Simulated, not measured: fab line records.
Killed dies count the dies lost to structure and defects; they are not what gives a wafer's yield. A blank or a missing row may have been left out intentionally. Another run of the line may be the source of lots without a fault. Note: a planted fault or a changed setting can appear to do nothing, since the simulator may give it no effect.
Code-filled problem report in 8D (eight disciplines) form || flow n5-finfet || the parts of the form that need people (team, actions taken, sign-off) are left out

== 1. THE ISSUE ==
Mean of rf-fwd-power-W at N5_BEOL_M3_ETCH_70: 1038.7 W across 6 wafers in 2 lots; on wafers with no fault it is 835.1 W (standard deviation 2.6). Measured from the usual mean, that is +78 standard deviations.
The step: etches SOC in N2/H2, target depth 80 nm, overetch 16 nm, time 120 s.
Earliest sighting: wafer L285.1 on rie-diel-01 at day 12 05:28. The record holds 24 wafers of 8 lots with a number at this step. Rule for "out", or "out of limits": more than 4 standard deviations from the usual mean. All remaining wafers that have a number are taken as sound.

== 2. WHAT IT IS, WHAT IT ISN'T ==
{"question": "which readings at this step", "is": "rf-fwd-power-W, rf-vpp-V", "is not": "bias-w, drypump-motor-current-A, n2-flow-sccm, oes-product-au, showerhead-plenum-p-Torr, throttle-valve-pct"}
{"question": "which lots", "is": "L285, L287", "is not": "L275, L277, L280, L289, L290, L296"}
{"question": "which wafers of those lots", "is": "all that have a number", "is not": "-"}
{"question": "read on which tools", "is": "rie-diel-01", "is not": "rie-diel-04, rie-diel-05"}
{"question": "when", "is": "from day 12 05:28", "is not": "up to then (9 sound wafers); but 9 sound wafers of L289, L290, L296 came after"}

== 3. WHAT RULES OUT EACH SUSPECT ==
Counting: a tool at a process step up to the reading stays a suspect if it ran every lot that is out and no sound lot after the first of them.
- rie-diel-01 at N5_BEOL_M3_ETCH_70 (etches SOC in N2/H2, target depth 80 nm, overetch 16 nm, time 120 s): kept. Every lot that is out went through it, starting with L285 (day 12 05:28), and after that it ran no sound lot; the last sound lot it ran before then is L280 (day 9 13:01). On those wafers its own readings are out: rf-fwd-power-W, rf-vpp-V.
After counting, what remains is rie-diel-01 at N5_BEOL_M3_ETCH_70.

== 4. THE CAUSE (what the simulator had put in) ==
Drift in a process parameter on rie-diel-01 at N5_BEOL_M3_ETCH_70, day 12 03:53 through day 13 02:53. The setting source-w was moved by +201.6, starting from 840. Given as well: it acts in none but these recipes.
The count eliminated every tool but this one.

== 5. THE CHAIN OF EFFECTS, in route order ==
Each row: a reading where the mean over the struck wafers with a number is more than 3 standard deviations away from the usual. Only readings for which the record gives a usual standard deviation are gone through. hours: the time from each lot's start at the first step in this table that gives one to its start at this step, as a median over the lots. sigmas: the change in usual standard deviations.
{"hours": 0, "step": "N5_BEOL_M3_ETCH_70", "reading": "rf-fwd-power-W", "usual": "835.1 W", "on struck wafers": 1038.7, "change": "+203.6", "sigmas": "+78"}
{"hours": 0, "step": "N5_BEOL_M3_ETCH_70", "reading": "rf-vpp-V", "usual": "523.6 V", "on struck wafers": 489.0, "change": -34.6, "sigmas": -15}
Here are the process steps it includes:
- N5_BEOL_M3_ETCH_70: etches SOC in N2/H2, target depth 80 nm, overetch 16 nm, time 120 s.
Later steps that measure or inspect, where all struck wafers having a row at the step show a number for every such reading and not one has moved that far: N5_BEOL_M4_RC_MEAS_101.

== 6. WHAT WOULD HAVE CAUGHT IT SOONER ==
The fault began at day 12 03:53; the first out-of-limits reading in this record came at day 12 05:28, 2 hours later.
